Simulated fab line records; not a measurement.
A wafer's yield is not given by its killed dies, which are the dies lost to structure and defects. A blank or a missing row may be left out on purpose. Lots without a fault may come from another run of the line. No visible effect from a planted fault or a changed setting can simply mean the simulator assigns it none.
fab line records ; flow n5Finfet
[record] lots = 6; wafers = 18; lastDay = 20
route steps=1938 shown MIM_TOP_LITHO@1840 MIM_TOP_ETCH@1851 PASSIVATION@1936
lots with no fault: from the same line, run without faults
startH: hours from the record's first day to the start of the lot's first wafer shown ; waitH: how many hours have passed since the lot's step before this one ; " repeats the value in the row above ; L1.1+2: several wafers, shown together as one row ; - no value present, or no start provided ; * or withheld: withheld ; < > ~ a bound
route shown NAME@n: a module of which the file shows steps, and the number in the route of the first ; usual: the fault-free wafers' mean and standard deviation ; same: alike in all rows ; chamber/n: place in a boat ; sites: the reading at each site ; _std_site: the values' standard deviation ; _edge_site: outer sites' mean less inner sites' ; radiusMm: for every site, how far away it sits from the centre of the wafer ; mask NAME#n: copy n ; behind: the last tool/chamber to shape the wafer ; hold: reason for holding the lot/hours on hold/outcome of the hold ; device: whichever transistor did not switch (one of n, p or np) ; end of line: the route-end tests of the same wafers ; where a step has no rows: the recipe by itself ; killed: the dies lost at the first sort to structure and to defects; this is not the yield of the wafer ; map: dies across one wafer; x = killed, . = not, _ = none there
set.NAME: the run value of the setting; set.NAME@STEP: its run value at that earlier step ; model.NAME: the simulator's own value behind a step, which no gauge read
lots at selected steps of the route; one table per step, one row per wafer
services: from which hour (startH, from the record's first day; less than 0 if before it) a tool's chamber was out of use, for how many hours, and why
[[steps]]
[step N5_MIM_TOP_LITHO_COAT_02]
[recipe] spinRpm = *; resistThkNm = *
[step N5_MIM_TOP_LITHO_EBR_04]
[recipe] solvent = PGMEA; ebrWidthMm = 1.5
[step N5_MIM_TOP_LITHO_SOFTBAKE_03]
[recipe] tempC = 100; timeS = 90
[step N5_MIM_TOP_LITHO_EXPOSE_05]
[recipe] maskId = MIM_TOP; na = 0.55; sourceShape = conventional; sigmaOuter = 0.8; polarization = unpolarized; targetCdNm = 2000; doseMj = 20.5
[step N5_MIM_TOP_LITHO_PEB_06]
[recipe] pebTempC = withheld; pebTimeS = *
[step N5_MIM_TOP_LITHO_DEVELOP_07]
[recipe] developTimeS = 60; rinseLiquid = diw; dry = airSpin; devTempC = 21
[step N5_MIM_TOP_LITHO_HARDBAKE_09]
[recipe] tempC = 130; timeS = 120
[step N5_MIM_TOP_LITHO_CD_MEAS_08]
[recipe] targetCdNm = 2000; landingEnergyEv = 500; detector = seInlens
[usual] cdNm = 2000.2/1.7
lot.wafer;tool;chamber;startH;waitH;cdNm
L499.1;cdSem-01;0;284.17;-;1997.2
L499.3;cdSem-01;0;284.17;-;1999.2
L499.6;cdSem-01;0;284.17;-;1999.8
L506.1;cdSem-02;0;347.01;-;1997.2
L506.2;cdSem-02;0;347.01;-;1999.2
L506.4;cdSem-02;0;347.01;-;1998.1
L507.2;cdSem-01;0;369.16;-;2000.2
L507.4;cdSem-01;0;369.16;-;2000.1
L507.6;cdSem-01;0;369.16;-;1998.7
L509.1;cdSem-03;0;386.75;-;2000.6
L509.2;cdSem-03;0;386.75;-;2000.1
L509.5;cdSem-03;0;386.75;-;2001.4
L516.1;cdSem-01;0;410.66;-;2001.6
L516.2;cdSem-01;0;410.66;-;2004.3
L516.6;cdSem-01;0;410.66;-;2000.6
L521.3;cdSem-03;0;463.03;-;2000.6
L521.5;cdSem-03;0;463.03;-;1999.8
L521.6;cdSem-03;0;463.03;-;2002.4
[step N5_MIM_TOP_LITHO_OVL_MEAS_11]
[recipe] pointsPerWafer = 44
[usual] MIM_TOP_OVL = 1/6.3
lot.wafer;tool;chamber;startH;waitH;MIM_TOP_OVL[nm]
L499.1;overlay-02;0;284.20;0.0;0
L499.3;overlay-02;0;284.20;0.0;2
L499.6;overlay-02;0;284.20;0.0;-4
L506.1;overlay-02;0;347.04;0.0;-8
L506.2;overlay-02;0;347.04;0.0;-5
L506.4;overlay-02;0;347.04;0.0;-3
L507.2;overlay-02;0;369.19;0.0;8
L507.4;overlay-02;0;369.19;0.0;4
L507.6;overlay-02;0;369.19;0.0;-4
L509.1;overlay-01;0;386.78;0.0;10
L509.2;overlay-01;0;386.78;0.0;7
L509.5;overlay-01;0;386.78;0.0;6
L516.1;overlay-01;0;410.69;0.0;2
L516.2;overlay-01;0;410.69;0.0;3
L516.6;overlay-01;0;410.69;0.0;7
L521.3;overlay-01;0;463.06;0.0;1
L521.5;overlay-01;0;463.06;0.0;-4
L521.6;overlay-01;0;463.06;0.0;5
[step N5_MIM_TOP_LITHO_INSPECT_12]
[recipe] mode = adi; inspectInstrument = macro
[usual] rawDefectCount = 2.1/1.5
lot.wafer;tool;chamber;startH;waitH;rawDefectCount
L499.1;defectInspect-01;-;284.23;0.0;1
L499.3;defectInspect-01;-;284.23;0.0;1
L499.6;defectInspect-01;-;284.23;0.0;1
L506.1;defectInspect-02;-;347.06;0.0;1
L506.2;defectInspect-02;-;347.06;0.0;0
L506.4;defectInspect-02;-;347.06;0.0;1
L507.2;defectInspect-02;-;369.22;0.0;2
L507.4;defectInspect-02;-;369.22;0.0;3
L507.6;defectInspect-02;-;369.22;0.0;4
L509.1;defectInspect-01;-;386.80;0.0;2
L509.2;defectInspect-01;-;386.80;0.0;3
L509.5;defectInspect-01;-;386.80;0.0;3
L516.1;defectInspect-02;-;410.71;0.0;4
L516.2;defectInspect-02;-;410.71;0.0;3
L516.6;defectInspect-02;-;410.71;0.0;5
L521.3;defectInspect-01;-;463.09;0.0;1
L521.5;defectInspect-01;-;463.09;0.0;2
L521.6;defectInspect-01;-;463.09;0.0;0
[step N5_MIM_TOP_LITHO_DESCUM_10]
[recipe] chemistry = O2; timeS = 7.9; sourcePowerW = 50; biasPowerW = 20; pressureMtorr = 20; rfFrequencyHz = 2.712e+07; tempC = 40; o2FlowSccm = 225
[usual] drypumpMotorCurrentA = 5.6/0.38; oesProductAu = 0.83/0.072; rfFwdPowerW = 49.66/0.18; rfVppV = 243.9/1.2; showerheadPlenumPTorr = 2.14/0.049; throttleValvePct = 20.23/0.25
lot.wafer;tool;chamber;startH;waitH;drypumpMotorCurrentA;oesProductAu;rfFwdPowerW;rfHoursCounterH;rfVppV;showerheadPlenumPTorr;throttleValvePct
L499.1;rieDiel-04;3;284.26;0.0;5.5;0.85;49.78;44;242.5;2.15;20.15
L499.3;rieDiel-04;2;284.26;0.0;5.9;0.70;49.64;235;243.8;2.08;20.65
L499.6;rieDiel-04;2;284.26;0.0;6.0;0.71;49.55;-;242.9;2.08;20.65
L506.1;rieDiel-04;0;347.10;0.0;6.1;0.86;49.76;80;243.4;2.14;20.08
L506.2;rieDiel-04;3;347.10;0.0;5.5;0.82;49.88;66;242.8;2.14;20.18
L506.4;rieDiel-04;0;347.10;0.0;6.1;0.86;49.48;-;241.7;2.14;20.09
L507.2;rieDiel-01;2;369.25;0.0;5.9;0.75;49.58;131;244.9;2.18;20.20
L507.4;rieDiel-01;1;369.25;0.0;5.3;0.96;49.92;10;244.2;2.13;20.17
L507.6;rieDiel-01;3;369.25;0.0;5.2;0.82;49.56;-;244.5;2.11;20.17
L509.1;rieDiel-04;1;386.84;0.0;6.3;0.96;49.98;3;244.3;2.16;20.64
L509.2;rieDiel-04;0;386.84;0.0;6.1;0.83;49.69;97;243.6;2.13;20.12
L509.5;rieDiel-04;0;386.84;0.0;6.1;0.83;49.82;-;244.4;2.13;20.12
L516.1;rieDiel-06;1;410.74;0.0;5.5;0.75;49.38;158;242.1;2.09;20.70
L516.2;rieDiel-06;2;410.74;0.0;5.6;0.83;49.95;73;242.5;2.12;20.07
L516.6;rieDiel-06;1;410.74;0.0;5.6;0.75;49.55;-;242.9;2.09;20.71
L521.3;rieDiel-01;3;463.12;0.0;5.3;0.77;49.90;130;243.4;2.09;20.23
L521.5;rieDiel-01;1;463.12;0.0;5.3;0.90;49.56;-;243.9;2.12;20.21
L521.6;rieDiel-01;0;463.12;0.0;5.9;0.78;49.82;-;243.8;2.20;20.11
[step N5_MIM_TOP_ETCH_ETCH_00]
[recipe] chemistry = Cl2/BCl3; target = TiN; targetDepthA = 385; ionEnergyEv = 150; pressureMtorr = 10; icpW = 1000; biasW = 126; Cl2_flow_sccm = 53.25; bcl3FlowSccm = 21.75; Ar_flow_sccm = 25
[usual] drypumpMotorCurrentA = 5.7/0.59; heBacksideLeakSccm = 3.58/0.28; oesProductAu = 0.76/0.064; rfFwdPowerW = 993.8/2.9; throttleValvePct = 22.65/0.17
lot.wafer;tool;chamber;startH;waitH;drypumpMotorCurrentA;heBacksideLeakSccm;oesProductAu;rfFwdPowerW;rfHoursCounterH;throttleValvePct
L499.1;rieMetal-01;1;284.35;0.1;5.0;3.75;0.75;988.9;51;22.59
L499.3;rieMetal-01;0;284.35;0.1;5.5;3.42;0.74;995.8;-;22.70
L499.6;rieMetal-01;1;284.35;0.1;5.0;3.76;0.74;994.8;-;22.59
L506.1;rieMetal-01;0;347.19;0.1;5.5;3.37;0.73;995.9;51;22.72
L506.2;rieMetal-01;1;347.19;0.1;5.0;3.87;0.73;993.0;56;22.60
L506.4;rieMetal-01;0;347.19;0.1;5.5;3.56;0.73;989.2;-;22.72
L507.2;rieMetal-03;0;369.34;0.1;5.7;3.39;0.83;994.4;24;22.47
L507.4;rieMetal-03;0;369.34;0.1;5.7;3.35;0.84;991.9;-;22.46
L507.6;rieMetal-03;0;369.34;0.1;5.7;3.36;0.84;996.5;-;22.46
L509.1;rieMetal-02;1;386.92;0.1;5.5;3.60;0.65;995.7;84;23.05
L509.2;rieMetal-02;0;386.92;0.1;6.5;3.57;0.87;993.1;22;22.55
L509.5;rieMetal-02;1;386.92;0.1;5.6;3.62;0.66;994.3;-;23.05
L516.1;rieMetal-01;0;410.83;0.1;5.5;3.53;0.72;991.8;56;22.74
L516.2;rieMetal-01;1;410.83;0.1;5.0;3.74;0.73;992.8;61;22.61
L516.6;rieMetal-01;0;410.83;0.1;5.5;3.45;0.72;992.5;-;22.73
L521.3;rieMetal-03;0;463.25;0.1;5.8;3.41;0.79;996.3;-;22.47
L521.5;rieMetal-03;0;463.25;0.1;5.7;3.41;0.79;995.7;-;22.48
L521.6;rieMetal-03;1;463.25;0.1;6.7;3.51;0.75;994.9;-;22.60
[step N5_MIM_TOP_ETCH_STRIP_01]
[recipe] chemistry = O2; powerW = 600; tempC = 60; pressureMtorr = 30; rfFrequencyHz = 6e+07; biasPowerW = 0; overashFraction = 0.5; o2FlowSccm = 225
[usual] drypumpMotorCurrentA = 5.6/0.54; oesProductAu = 0.82/0.099; rfVppV = 3.6/1.3; showerheadPlenumPTorr = 2.11/0.076; tempC = 60.00/0.13; throttleValvePct = 16.48/0.29
lot.wafer;tool;chamber;startH;waitH;drypumpMotorCurrentA;oesProductAu;rfHoursCounterH;rfVppV;showerheadPlenumPTorr;tempC;throttleValvePct
L499.1;rieDiel-03;1;284.49;0.1;6.3;0.91;24;4.3;2.05;59.96;16.16
L499.3;rieDiel-03;3;284.49;0.1;5.1;0.81;84;3.9;2.10;59.89;16.41
L499.6;rieDiel-03;0;284.49;0.1;5.1;0.70;-;3.2;2.15;59.91;16.74
L506.1;rieDiel-03;1;347.40;0.2;6.4;0.86;44;3.6;2.04;57.75;16.19
L506.2;rieDiel-03;3;347.40;0.2;5.1;0.77;104;3.2;2.10;57.54;16.42
L506.4;rieDiel-03;3;347.40;0.2;5.2;0.79;-;4.5;2.10;57.50;16.42
L507.2;rieDiel-03;2;369.48;0.1;5.6;0.90;31;4.6;2.12;57.60;16.20
L507.4;rieDiel-03;2;369.48;0.1;5.7;0.93;-;2.8;2.12;57.50;16.22
L507.6;rieDiel-03;1;369.48;0.1;6.3;0.87;-;2.2;2.04;57.59;16.24
L509.1;rieDiel-02;0;387.07;0.1;5.0;0.91;25;3.6;2.15;60.12;16.12
L509.2;rieDiel-02;2;387.07;0.1;5.6;0.68;255;4.8;2.16;60.27;16.72
L509.5;rieDiel-02;0;387.07;0.1;5.1;0.93;-;4.9;2.15;60.04;16.11
L516.1;rieDiel-02;0;410.97;0.1;5.0;0.89;37;7.1;2.14;59.96;16.07
L516.2;rieDiel-02;3;410.97;0.1;6.0;0.97;3;3.0;2.24;60.01;16.36
L516.6;rieDiel-02;0;410.97;0.1;5.1;0.89;-;3.8;2.14;60.07;16.07
L521.3;rieDiel-02;2;463.35;0.1;5.5;0.98;8;3.7;2.15;59.71;16.23
L521.5;rieDiel-02;0;463.35;0.1;5.0;0.87;-;2.2;2.14;60.12;16.15
L521.6;rieDiel-02;1;463.35;0.1;6.4;0.69;-;3.5;1.99;59.74;16.99
[step N5_MIM_TOP_ETCH_PECVD_03]
[recipe] material = SiNx; targetThkA = 200; tempC = 400; precursor = SiH4/NH3/N2; pressureTorr = 1.5; rfW = 300; timeS = 17.6
[usual] heaterPowerW = 829/85; rfFwdPowerW = 296.4/1.2; showerheadPlenumPTorr = 5.11/0.057; throttleValvePct = 39.4/1.7
lot.wafer;tool;chamber;startH;waitH;heaterPowerW;rfFwdPowerW;showerheadPlenumPTorr;sinceWetCleanH;throttleValvePct
L499.1;pecvd-02;0;284.56;-;909;296.7;5.25;1351;42.8
L499.3;pecvd-02;2;284.56;-;874;295.9;5.08;597;36.7
L499.6;pecvd-02;2;284.56;-;879;295.3;5.08;-;36.9
L506.1;pecvd-02;1;347.46;-;649;298.3;5.12;2139;40.6
L506.2;pecvd-02;0;347.46;-;932;295.9;5.24;1414;42.5
L506.4;pecvd-02;0;347.46;-;907;296.0;5.24;-;43.1
L507.2;pecvd-03;0;369.54;-;819;296.6;5.08;1073;39.1
L507.4;pecvd-03;1;369.54;-;784;295.9;5.05;-;38.4
L507.6;pecvd-03;2;369.54;-;966;296.3;5.13;-;38.4
L509.1;pecvd-03;2;387.13;-;875;297.1;5.13;337;38.5
L509.2;pecvd-03;1;387.13;-;711;295.8;5.07;1816;38.6
L509.5;pecvd-03;2;387.13;-;892;296.4;5.14;-;38.6
L516.1;pecvd-03;0;411.04;-;821;297.6;5.06;1115;39.1
L516.2;pecvd-03;1;411.04;-;802;295.2;5.05;1840;38.6
L516.6;pecvd-03;0;411.04;-;804;297.1;5.07;-;39.1
L521.3;pecvd-03;2;463.42;-;936;295.3;5.11;413;38.6
L521.5;pecvd-03;2;463.42;-;926;295.6;5.13;-;38.7
L521.6;pecvd-03;0;463.42;-;780;296.7;5.07;-;39.0
[step N5_PASSIVATION_PROBE_49]
[usual] defectLimitedYield = 91.3/1.4; killed_at_M0_to_M3 = 34/10; killed_at_M4_up = 14/5.5; killedAtContacts = 12/6; killedAtFrontEnd = 40/10; killedAtOther = 3.0/2.4; killedDies = 103/17; killedOpen = 68/13; killedShort = 34/7.8; sort_bin_5_function = 5.1/0.97; sort_bin_6_memory = 3.3/0.66; sortNPass = 1077/17; sortYieldPct = 91.2/1.4
[same] grossDies = 1180; killedAtBackSide = 0; sort_bin_4_leakage[%] = 0; sort_bin_8_speed[%] = 0
lot.wafer;tool;chamber;startH;waitH;defectLimitedYield[%];killed_at_M0_to_M3;killed_at_M4_up;killedAtContacts;killedAtFrontEnd;killedAtOther;killedDies;killedOpen;killedShort;sort_bin_5_function[%];sort_bin_6_memory[%];sortNPass;sortYieldPct[%]
L499.1;prober-02;-;294.82;0.0;91.2;22;15;9;57;1;104;71;33;5.4;3.1;1076;91.2
L499.3;prober-02;-;294.92;0.1;89.1;34;20;16;56;3;129;86;42;7.6;3.0;1051;89.1
L499.6;prober-02;-;295.07;0.3;91.7;43;3;6;43;3;98;65;33;5.3;2.6;1082;91.7
L507.2;prober-02;-;378.52;0.1;93.5;21;16;12;27;1;77;47;24;4.1;1.7;1103;93.5
L507.4;prober-02;-;378.62;0.2;92.7;22;17;11;32;4;86;66;18;4.3;2.9;1094;92.7
L507.6;prober-02;-;378.72;0.3;93.6;20;18;5;31;2;76;44;25;3.4;2.4;1104;93.6
L509.1;prober-01;-;399.57;0.0;91.4;30;14;20;37;0;101;64;36;4.7;3.7;1079;91.4
L509.2;prober-01;-;399.62;0.1;90.4;32;17;14;49;1;113;78;34;5.0;4.2;1067;90.4
L509.5;prober-01;-;399.77;0.2;92.4;17;14;20;37;2;90;56;32;4.8;2.6;1090;92.4
L516.1;prober-01;-;422.07;0.0;90.5;36;12;11;53;0;112;81;31;5.2;4.2;1068;90.5
L516.2;prober-01;-;422.12;0.1;88.3;58;11;21;47;1;138;85;50;6.2;5.2;1042;88.3
L516.6;prober-01;-;422.32;0.3;89.4;34;6;17;67;1;125;91;29;5.7;4.2;1055;89.4
// killed by level:class
L499.1 FIN_SAQP:geometricParticle:open=21 FIN_SAQP:geometricParticle:short=13 BEOL_M0_SAQP:geometricParticle:open=8 BEOL_M4:geometricParticle:open=8 MOL_CONTACT_COAG:geometricParticle:open=7 BEOL_M0_SAQP:geometricParticle:short=7 STI_FIN_REVEAL:geometricParticle:open=6 DUMMY_GATE:geometricParticle:open=4
L499.3 FIN_SAQP:geometricParticle:open=24 MOL_CONTACT_COAG:geometricParticle:open=15 FIN_SAQP:geometricParticle:short=9 BEOL_M0_SAQP:geometricParticle:short=9 BEOL_M3:geometricParticle:open=8 BEOL_M1:geometricParticle:open=6 BEOL_M4:geometricParticle:open=6 STARTING-WAFER:geometricParticle:short=5
L499.6 FIN_SAQP:geometricParticle:open=16 BEOL_M3:geometricParticle:open=12 FIN_SAQP:geometricParticle:short=11 BEOL_M0_SAQP:geometricParticle:short=10 BEOL_M0_SAQP:geometricParticle:open=9 STI_FIN_REVEAL:geometricParticle:open=6 MOL_CONTACT_COAG:geometricParticle:open=5 STARTING-WAFER:geometricParticle:open=4
L507.2 STI_FIN_REVEAL:geometricParticle:open=8 MOL_CONTACT_COAG:geometricParticle:open=7 BEOL_M4:geometricParticle:open=6 MOL_CONTACT_COAG:geometricParticle:short=5 DUMMY_GATE:geometricParticle:open=4 BEOL_M0_SAQP:geometricParticle:short=4 BEOL_M0_SAQP:geometricParticle:open=4 BEOL_M2:geometricParticle:short=4
L507.4 BEOL_M2:geometricParticle:open=12 STI_FIN_REVEAL:geometricParticle:open=10 MOL_CONTACT_COAG:geometricParticle:open=10 ILD0:geometricParticle:open=4 ILD0:geometricParticle:short=3 GATE_CUT:geometricParticle:open=3 BEOL_M4:geometricParticle:open=3 BEOL_M6:geometricParticle:open=3
L507.6 BEOL_M4:geometricParticle:open=8 GATE_CUT:geometricParticle:short=5 MOL_CONTACT_COAG:geometricParticle:open=5 BEOL_M2:geometricParticle:open=5 HKMG_FIN:areaEtch=5 FIN_SAQP:geometricParticle:open=3 GATE_CUT:geometricParticle:open=3 BEOL_M0_SAQP:geometricParticle:short=3
L509.1 MOL_CONTACT_COAG:geometricParticle:open=16 STI_FIN_REVEAL:geometricParticle:open=10 BEOL_M0_SAQP:geometricParticle:short=8 FIN_SAQP:geometricParticle:short=7 BEOL_M1:geometricParticle:open=6 DUMMY_GATE:geometricParticle:open=5 BEOL_M0_SAQP:geometricParticle:open=5 BEOL_M3:geometricParticle:open=4
L509.2 STI_FIN_REVEAL:geometricParticle:open=14 FIN_SAQP:geometricParticle:open=12 MOL_CONTACT_COAG:geometricParticle:open=11 FIN_SAQP:geometricParticle:short=7 BEOL_M1:geometricParticle:open=7 BEOL_M0_SAQP:geometricParticle:short=6 BEOL_M4:geometricParticle:open=6 BEOL_M3:geometricParticle:short=5
L509.5 STI_FIN_REVEAL:geometricParticle:open=14 MOL_CONTACT_COAG:geometricParticle:open=14 FIN_SAQP:geometricParticle:short=6 MOL_CONTACT_COAG:geometricParticle:short=6 BEOL_M3:geometricParticle:open=6 STI_FIN_REVEAL:geometricParticle:short=4 BEOL_M0_SAQP:geometricParticle:short=4 BEOL_M3:geometricParticle:short=4
L516.1 STI_FIN_REVEAL:geometricParticle:open=11 BEOL_M3:geometricParticle:open=11 FIN_SAQP:geometricParticle:open=10 MOL_CONTACT_COAG:geometricParticle:open=10 BEOL_M0_SAQP:geometricParticle:short=7 DUMMY_GATE:geometricParticle:open=6 STARTING-WAFER:geometricParticle:open=6 BEOL_M0_SAQP:geometricParticle:open=6
L516.2 BEOL_M0_SAQP:geometricParticle:short=18 MOL_CONTACT_COAG:geometricParticle:open=17 FIN_SAQP:geometricParticle:open=14 BEOL_M3:geometricParticle:open=14 BEOL_M0_SAQP:geometricParticle:open=12 BEOL_M4:geometricParticle:open=7 DUMMY_GATE:geometricParticle:open=7 FIN_SAQP:geometricParticle:short=4
L516.6 FIN_SAQP:geometricParticle:open=18 DUMMY_GATE:geometricParticle:open=13 MOL_CONTACT_COAG:geometricParticle:open=13 BEOL_M3:geometricParticle:open=10 BEOL_M1:geometricParticle:open=9 STI_FIN_REVEAL:geometricParticle:open=8 BEOL_M0_SAQP:geometricParticle:short=5 FIN_SAQP:geometricParticle:short=4
[[services]]
tool;chamber;startH;hours;kind
rieMetal-02;1;266.96;4.9;repair
rieMetal-03;1;272.82;4.8;repair
rieDiel-02;0;274.42;7.1;repair
rieMetal-02;0;284.47;3.0;repair
pecvd-02;-;297.46;0.3;repair
rieMetal-02;1;307.00;6.2;repair
rieDiel-03;2;333.39;19.1;repair
rieDiel-04;1;338.83;3.5;repair
pecvd-03;2;344.90;2.2;repair
rieDiel-02;0;350.54;31.6;repair
rieMetal-03;1;351.35;12.2;repair
rieDiel-06;1;354.22;10.2;repair
rieDiel-01;0;354.91;5.7;repair
pecvd-02;-;369.11;3.9;repair
rieDiel-03;-;388.37;4.3;pm
pecvd-02;-;388.53;28.1;pm
rieDiel-03;3;418.14;1.4;repair
pecvd-03;1;427.46;12.8;repair
rieDiel-02;-;427.79;2.8;pm
rieDiel-02;1;430.95;4.9;repair
pecvd-02;-;431.15;0.9;repair
rieDiel-02;3;438.89;3.2;repair
rieDiel-02;2;440.26;5.5;repair
rieDiel-06;0;446.14;20.5;repair
[[key]]
[firstSign] step = N5_MIM_TOP_ETCH_STRIP_01; reading = tempC; direction = down; sigmas = 19; usual = *; struck = *
effect none on later readings
metAt N5_MIM_TOP_ETCH_STRIP_01
struckWafers L506.1,L506.2,L506.4,L507.2,L507.4,L507.6
onsetBetween 284.49 347.40
[fault] kind = processParameterDrift; tool = rieDiel-03; chamber = -; onsetH = 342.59; steps = N5_MIM_TOP_ETCH_STRIP_01; channel = tempC; offset = *; shape = step; endH = 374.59; actsIn = *; stated = *
